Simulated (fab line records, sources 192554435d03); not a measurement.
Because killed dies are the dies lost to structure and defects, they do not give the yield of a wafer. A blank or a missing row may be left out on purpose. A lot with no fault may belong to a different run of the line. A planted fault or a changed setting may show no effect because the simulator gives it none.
Which tool did it? ; flow n5 finfet ; Sampling: 9 lots, 26 wafers, 5 of 1938 route steps

WHAT THE GAUGES READ, wafer by wafer
N5_BEOL_M3_THK_MEAS_01. Usual: M3_ILD_THK gives 79.4 nm (standard deviation 1.1).
lot;measured;on;M3_ILD_THK (nm);flag
L615;day 8 06:05;film metro-02;77.6 79.7 78.6;
L616;day 8 08:49;film metro-01;76.9 78.9 78.9;
L617;day 8 16:53;film metro-01;78.0 79.1 78.9;
L621;day 9 11:32;film metro-02;78.0 78.8 79.1;
L626;day 11 04:29;film metro-02;79.5 80.1 81.2;
L629;day 11 13:21;film metro-01;79.2 79.8 81.0;
L632;day 12 16:34;film metro-01;79.6 80.9 80.8;
L633;day 12 19:13;film metro-01;77.4 78.4 79.4;
L635;day 13 00:49;film metro-02;77.6 79.8;

N5_BEOL_M4_RC_MEAS_101. Usual: DIBL_N 36.0 mV/V, standard deviation 2.5; DIBL_P 36.2 mV/V, standard deviation 3; IOFF_N 0.16 nA/um, standard deviation 0.044; IOFF_P 0.21 nA/um, standard deviation 0.049; ION_N 671 uA/um, standard deviation 15; ION_P 461 uA/um, standard deviation 8.7; SS_N 71.5 mV/dec, standard deviation 0.72; SS_P 73.4 mV/dec, standard deviation 0.9; VT_N 251 mV, standard deviation 4.4; VT_P -250 mV, standard deviation 4.
lot;measured;on;DIBL_N (mV/V);DIBL_P (mV/V);IOFF_N (nA/um);IOFF_P (nA/um);ION_N (uA/um);ION_P (uA/um);SS_N (mV/dec);SS_P (mV/dec);VT_N (mV);VT_P (mV);flag
L615;day 9 14:58;prober-02;32.7 37.3 35.7;34.3 40.0 38.5;0.12 0.20 0.16;0.18 0.24 0.24;656 677 663;455 459 461;70.9 72.3 71.7;72.2 74.3 74.3;252 247 253;-249 -249 -247;
L616;day 9 23:35;prober-01;37.4 38.0 38.5;38.6 39.2 39.4;0.19 0.19 0.20;0.24 0.25 0.24;694 670 678;470 454 457;72.2 72.3 72.9;73.8 73.3 74.5;249 250 249;-247 -252 -251;
L617;day 9 23:16;prober-02;41.4 38.8 39.2;41.8 39.1 39.7;0.26 0.19 0.20;0.29 0.24 0.24;697 673 690;466 457 468;72.5 73.0 72.9;75.0 74.2 75.1;245 247 248;-246 -249 -251;
L621;day 10 17:22;prober-01;34.2 34.1 37.7;34.9 35.2 39.4;0.13 0.14 0.21;0.20 0.20 0.29;657 672 699;457 464 482;71.5 70.9 72.3;72.8 73.4 73.4;252 250 245;-252 -248 -246;
L626;day 12 12:41;prober-01;34.6 38.4 39.2;35.0 39.2 41.3;0.12 0.19 0.21;0.17 0.25 0.28;659 686 685;452 464 466;70.8 71.7 72.1;72.6 74.5 73.9;257 248 247;-250 -249 -249;
L629;day 13 13:41;prober-02;36.5 40.5 36.9;36.2 40.6 37.0;0.14 0.22 0.14;0.20 0.27 0.22;670 674 665;456 460 464;71.0 72.4 71.9;73.2 74.5 74.0;250 246 253;-254 -248 -250;
L632;day 13 18:57;prober-02;36.2 33.7 39.4;37.6 33.4 39.8;0.16 0.11 0.22;0.25 0.17 0.28;674 657 694;477 453 471;71.6 71.6 73.2;73.7 72.2 73.9;250 256 243;-247 -254 -246;
L633;day 13 21:25;prober-01;36.4 39.7 34.3;36.3 40.5 32.5;0.17 0.26 0.13;0.25 0.34 0.18;678 698 672;473 475 460;72.1 72.2 70.5;73.6 74.3 72.5;251 242 251;-248 -244 -249;
L635;day 14 06:51;prober-02;37.1 34.0;38.2 34.5;0.17 0.12;0.21 0.16;685 675;470 460;71.1 70.8;74.5 73.5;253 252;-253 -258;

EACH LOT AND THE TOOL THAT RAN IT (in order: tool; ch and the chambers of the sampled wafers; start)
lot;N5_BEOL_M3_ETCH_64;N5_BEOL_M3_COAT_76;N5_BEOL_M3_DESCUM_33
L615;rie diel-06 ch 1,2,3, day 8 08:17;litho track-03 ch 0, day 8 08:41;rie diel-04 ch 1,2, day 8 10:02
L616;rie diel-03 ch 2,3, day 8 11:37;litho track-02 ch 0, day 8 12:01;rie diel-06 ch 2,3, day 8 12:30
L617;rie diel-04 ch 0,1,2, day 8 18:28;litho track-02 ch 0, day 8 18:52;rie diel-03 ch 1,2,3, day 8 19:16
L621;rie diel-04 ch 0,1,2, day 9 12:25;litho track-02 ch 0, day 9 12:55;rie diel-04 ch 0,1,3, day 9 13:28
L626;rie diel-04 ch 1,2, day 11 05:25;litho track-02 ch 0, day 11 05:53;rie diel-06 ch 2,3, day 11 06:51
L629;rie diel-06 ch 1,2,3, day 11 14:59;litho track-02 ch 0, day 11 15:23;rie diel-03 ch 0,1,2, day 11 15:47
L632;rie diel-04 ch 1,2, day 12 18:21;litho track-03 ch 0, day 12 18:44;rie diel-03 ch 0,3, day 12 19:10
L633;rie diel-04 ch 2,3, day 12 21:52;litho track-03 ch 0, day 12 22:18;rie diel-06 ch 1,3, day 12 22:49
L635;rie diel-04 ch 1, day 13 06:43;litho track-03 ch 0, day 13 07:06;rie diel-06 ch 1, day 13 07:30
- N5_BEOL_M3_ETCH_64: etches SOC in N2/H2, target depth 75 nm, overetch 15 nm, time 112.5 s.
- N5_BEOL_M3_COAT_76: time 60 s, resist thk 5 nm.
- N5_BEOL_M3_DESCUM_33: chemistry O2, time 7 s.

WHAT THE TOOLS THEMSELVES READ (means of the sampled wafers that have a number; where no wafer has one, the mark that the record gives instead)
N5_BEOL_M3_ETCH_64. Usual: drypump motor current A 5.6 A, standard deviation 0.39; oes product au 0.62 a.u., standard deviation 0.068; rf vpp V 523.2 V, standard deviation 2.1; showerhead plenum p Torr 2.52 Torr, standard deviation 0.074; throttle valve pct 17.94 %, standard deviation 0.29.
lot;tool;drypump motor current A (A);oes product au (a.u.);rf vpp V (V);showerhead plenum p Torr (Torr);throttle valve pct (%);flag
L615;rie diel-06;6.0;0.62;523.8;2.55;17.90;
L616;rie diel-03;6.0;0.71;523.6;2.59;18.05;
L617;rie diel-04;5.6;0.56;522.7;2.49;18.15;
L621;rie diel-04;5.6;0.56;522.0;2.49;18.15;
L626;rie diel-04;5.4;0.55;522.0;2.47;18.01;
L629;rie diel-06;6.0;0.59;522.6;2.53;17.94;
L632;rie diel-04;5.6;0.69;525.9;2.65;18.03;
L633;rie diel-04;5.5;0.73;525.8;2.64;18.04;
L635;rie diel-04;5.2;0.55;523.4;2.50;17.84;

N5_BEOL_M3_COAT_76. Usual: chill plate temp C 23.02 C, standard deviation 0.1; exhaust pa 44.7 Pa, standard deviation 0.89; spin speed rpm 1500.1 rpm, standard deviation 0.84.
lot;tool;chill plate temp C (C);exhaust pa (Pa);spin speed rpm (rpm);flag
L615;litho track-03;22.91;44.7;1499.5;
L616;litho track-02;23.12;44.6;1499.2;
L617;litho track-02;23.04;44.5;1501.2;
L621;litho track-02;23.12;45.0;1500.4;
L626;litho track-02;22.97;44.9;1549.7;OFF
L629;litho track-02;22.98;44.9;1549.4;OFF
L632;litho track-03;22.95;44.6;1501.1;
L633;litho track-03;23.07;45.3;1500.0;
L635;litho track-03;22.95;44.2;1499.9;

N5_BEOL_M3_DESCUM_33. Usual: for bias power w, 20.00 W with a standard deviation of 0.058; for drypump motor current A, 5.6 A with a standard deviation of 0.42; for o2 flow sccm, 225.0 sccm with a standard deviation of 0.6; for oes product au, 0.78 a.u. with a standard deviation of 0.081; for rf vpp V, 243.1 V with a standard deviation of 1.2; for showerhead plenum p Torr, 2.08 Torr with a standard deviation of 0.06; for throttle valve pct, 20.48 % with a standard deviation of 0.22.
lot;tool;bias power w (W);drypump motor current A (A);o2 flow sccm (sccm);oes product au (a.u.);rf vpp V (V);showerhead plenum p Torr (Torr);throttle valve pct (%);flag
L615;rie diel-04;20.02;5.6;225.7;0.70;242.4;2.02;20.76;
L616;rie diel-06;19.99;6.1;224.6;0.82;243.9;2.10;20.34;
L617;rie diel-03;19.99;5.7;224.8;0.91;244.3;2.15;20.40;
L621;rie diel-04;19.98;5.4;225.0;0.75;242.8;2.07;20.55;
L626;rie diel-06;20.05;6.1;224.9;0.80;244.3;2.09;20.36;
L629;rie diel-03;19.95;5.3;224.9;0.82;243.5;2.12;20.36;
L632;rie diel-03;19.93;5.5;225.1;0.76;243.3;2.08;20.56;
L633;rie diel-06;20.01;6.0;225.1;0.80;244.4;2.10;20.42;
L635;rie diel-06;20.08;5.7;224.6;0.73;243.1;2.06;20.66;

THE ANSWER, worked out from the rows above alone
Rule: lot off if the mean of its wafers having a number is beyond 3 standard deviations from the usual mean. Also off: a lot with no number at a reading for which 4 or more lots have one. All remaining lots with rows at the step are treated as sound. Order of review: gauges by route order, followed by the tools' own readings, for which a lot's mean as printed above is used. The first step at which some lot is off is used, and at that step the reading that is off furthest; a lot without a number counts as furthest.
Off, at N5_BEOL_M3_COAT_76 on spin speed rpm: L626, L629.
If a tool, at that step or one of the process steps before it, ran each lot that is off and ran no sound lot following the first of them, it fits. One fits: N5_BEOL_M3_COAT_76 on litho track-02. A fault onset in the window from L621 (day 9 12:55, its last sound lot) to L626 (day 11 05:53, its first lot off) fits.
On the lots that are off, the tool's own readings at N5_BEOL_M3_COAT_76 differ by more than 5 times the standard deviation of the sound lots' means, which bears it out; spin speed rpm reads 1549.6 rpm there versus 1500.2 rpm on the sound lots.

WHAT HAD BEEN PUT IN BY THE SIMULATOR
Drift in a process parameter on litho track-02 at N5_BEOL_M3_COAT_76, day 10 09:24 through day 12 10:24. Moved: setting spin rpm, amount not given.
Shown lots that were struck: L626, L629. This agrees with what the rule above found.
